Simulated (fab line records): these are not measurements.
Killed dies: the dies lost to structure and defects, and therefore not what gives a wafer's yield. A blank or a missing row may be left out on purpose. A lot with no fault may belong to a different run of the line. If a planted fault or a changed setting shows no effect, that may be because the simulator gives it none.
Chamber matching :: flow n5_finfet :: N5_MOL_CONTACT_COAG_ETCH_105 on rie_diel-03 has 4 sister chambers
The step etches SiARC in CF4, target depth 15.6 nm, time 26 s. 22 wafers are shown with their chamber, then 11 later ones without.

WAFERS, EACH WITH ITS CHAMBER
wafer: L075.2
chamber: 2
drypump_motor_current_A (A): 5.8
showerhead_plenum_p_Torr (Torr): 2.18
throttle_valve_pct (%): 15.15

wafer: L075.5
chamber: 2
drypump_motor_current_A (A): 5.8
showerhead_plenum_p_Torr (Torr): 2.18
throttle_valve_pct (%): 15.15

wafer: L075.6
chamber: 1
drypump_motor_current_A (A): 5.9
showerhead_plenum_p_Torr (Torr): 2.09
throttle_valve_pct (%): 15.84

wafer: L079.1
chamber: 3
drypump_motor_current_A (A): 5.5
showerhead_plenum_p_Torr (Torr): 2.20
throttle_valve_pct (%): 15.87

wafer: L079.3
chamber: 3
drypump_motor_current_A (A): 5.5
showerhead_plenum_p_Torr (Torr): 2.20
throttle_valve_pct (%): 15.87

wafer: L079.5
chamber: 3
drypump_motor_current_A (A): 5.5
showerhead_plenum_p_Torr (Torr): 2.20
throttle_valve_pct (%): 15.87

wafer: L082.2
chamber: 0
drypump_motor_current_A (A): 6.3
showerhead_plenum_p_Torr (Torr): 2.14
throttle_valve_pct (%): 16.14

wafer: L082.4
chamber: 3
drypump_motor_current_A (A): 5.5
showerhead_plenum_p_Torr (Torr): 2.19
throttle_valve_pct (%): 15.90

wafer: L082.5
chamber: 0
drypump_motor_current_A (A): 6.3
showerhead_plenum_p_Torr (Torr): 2.14
throttle_valve_pct (%): 16.12

wafer: L083.1
chamber: 0
drypump_motor_current_A (A): 6.3
showerhead_plenum_p_Torr (Torr): 2.14
throttle_valve_pct (%): 16.14

wafer: L083.3
chamber: 2
drypump_motor_current_A (A): 5.8
showerhead_plenum_p_Torr (Torr): 2.17
throttle_valve_pct (%): 15.21

wafer: L083.4
chamber: 3
drypump_motor_current_A (A): 5.5
showerhead_plenum_p_Torr (Torr): 2.19
throttle_valve_pct (%): 15.90

wafer: L084.1
chamber: 2
drypump_motor_current_A (A): 5.8
showerhead_plenum_p_Torr (Torr): 2.17
throttle_valve_pct (%): 15.20

wafer: L084.2
chamber: 3
drypump_motor_current_A (A): 5.5
showerhead_plenum_p_Torr (Torr): 2.19
throttle_valve_pct (%): 15.92

wafer: L084.4
chamber: 2
drypump_motor_current_A (A): 5.8
showerhead_plenum_p_Torr (Torr): 2.17
throttle_valve_pct (%): 15.20

wafer: L087.1
chamber: 1
drypump_motor_current_A (A): 5.9
showerhead_plenum_p_Torr (Torr): 2.08
throttle_valve_pct (%): 15.37

wafer: L087.5
chamber: 2
drypump_motor_current_A (A): 5.8
showerhead_plenum_p_Torr (Torr): 2.17
throttle_valve_pct (%): 15.24

wafer: L087.6
chamber: 1
drypump_motor_current_A (A): 5.8
showerhead_plenum_p_Torr (Torr): 2.08
throttle_valve_pct (%): 15.36

wafer: L089.2
chamber: 1
drypump_motor_current_A (A): 5.9
showerhead_plenum_p_Torr (Torr): 2.08
throttle_valve_pct (%): 15.37

wafer: L089.5
chamber: 2
drypump_motor_current_A (A): 5.8
showerhead_plenum_p_Torr (Torr): 2.17
throttle_valve_pct (%): 15.23

wafer: L089.6
chamber: 1
drypump_motor_current_A (A): 5.9
showerhead_plenum_p_Torr (Torr): 2.08
throttle_valve_pct (%): 15.37

wafer: L094.2
chamber: 2
drypump_motor_current_A (A): 5.8
showerhead_plenum_p_Torr (Torr): 2.16
throttle_valve_pct (%): 15.26

SIGNATURES, as means of the wafers listed above
reading: drypump_motor_current_A
chamber 0: 6.300
chamber 1: 5.880
chamber 2: 5.800
chamber 3: 5.500
scatter within a chamber: 0.0211

reading: showerhead_plenum_p_Torr
chamber 0: 2.1400
chamber 1: 2.0820
chamber 2: 2.1713
chamber 3: 2.1950
scatter within a chamber: 0.00536

reading: throttle_valve_pct
chamber 0: 16.1333
chamber 1: 15.4620
chamber 2: 15.2050
chamber 3: 15.8883
scatter within a chamber: 0.103
Rule: a wafer's distance from a chamber is the root of the sum, over the readings, of the square of ((its reading less the chamber's mean) divided by the reading's scatter). If the next closest chamber is less than 2 further off than the closest, the wafer can't be placed; otherwise it belongs to the closest. The scatter is the square root of a quotient: the sum, over the shown wafers, of each reading's squared deviation from its chamber's mean, divided by wafers minus chambers.

WAFERS WITH NO CHAMBER GIVEN
wafer: L094.3
drypump_motor_current_A (A): 6.3
showerhead_plenum_p_Torr (Torr): 2.13
throttle_valve_pct (%): 15.70

wafer: L094.5
drypump_motor_current_A (A): 5.8
showerhead_plenum_p_Torr (Torr): 2.08
throttle_valve_pct (%): 15.40

wafer: L095.2
drypump_motor_current_A (A): 5.9
showerhead_plenum_p_Torr (Torr): 2.08
throttle_valve_pct (%): 15.41

wafer: L095.4
drypump_motor_current_A (A): 5.9
showerhead_plenum_p_Torr (Torr): 2.08
throttle_valve_pct (%): 15.40

wafer: L095.5
drypump_motor_current_A (A): 6.3
showerhead_plenum_p_Torr (Torr): 2.13
throttle_valve_pct (%): 15.70

wafer: L096.1
drypump_motor_current_A (A): 5.8
showerhead_plenum_p_Torr (Torr): 2.16
throttle_valve_pct (%): 15.28

wafer: L096.4
drypump_motor_current_A (A): 5.9
showerhead_plenum_p_Torr (Torr): 2.08
throttle_valve_pct (%): 15.41

wafer: L096.6
drypump_motor_current_A (A): 5.9
showerhead_plenum_p_Torr (Torr): 2.08
throttle_valve_pct (%): 15.41

wafer: L097.3
drypump_motor_current_A (A): 5.8
showerhead_plenum_p_Torr (Torr): 2.16
throttle_valve_pct (%): 15.28

wafer: L097.4
drypump_motor_current_A (A): 6.2
showerhead_plenum_p_Torr (Torr): 2.13
throttle_valve_pct (%): 15.70

wafer: L097.6
drypump_motor_current_A (A): 5.8
showerhead_plenum_p_Torr (Torr): 2.16
throttle_valve_pct (%): 15.27

THE CHAMBER EACH PASSED THROUGH
wafer: L094.3
from the rows above: 0
in truth: 0

wafer: L094.5
from the rows above: 1
in truth: 1

wafer: L095.2
from the rows above: 1
in truth: 1

wafer: L095.4
from the rows above: 1
in truth: 1

wafer: L095.5
from the rows above: 0
in truth: 0

wafer: L096.1
from the rows above: 2
in truth: 2

wafer: L096.4
from the rows above: 1
in truth: 1

wafer: L096.6
from the rows above: 1
in truth: 1

wafer: L097.3
from the rows above: 2
in truth: 2

wafer: L097.4
from the rows above: 0
in truth: 0

wafer: L097.6
from the rows above: 2
in truth: 2
Placed correctly: 11 of 11. From these rows, 0 cannot be placed. Number placed wrongly: 0.
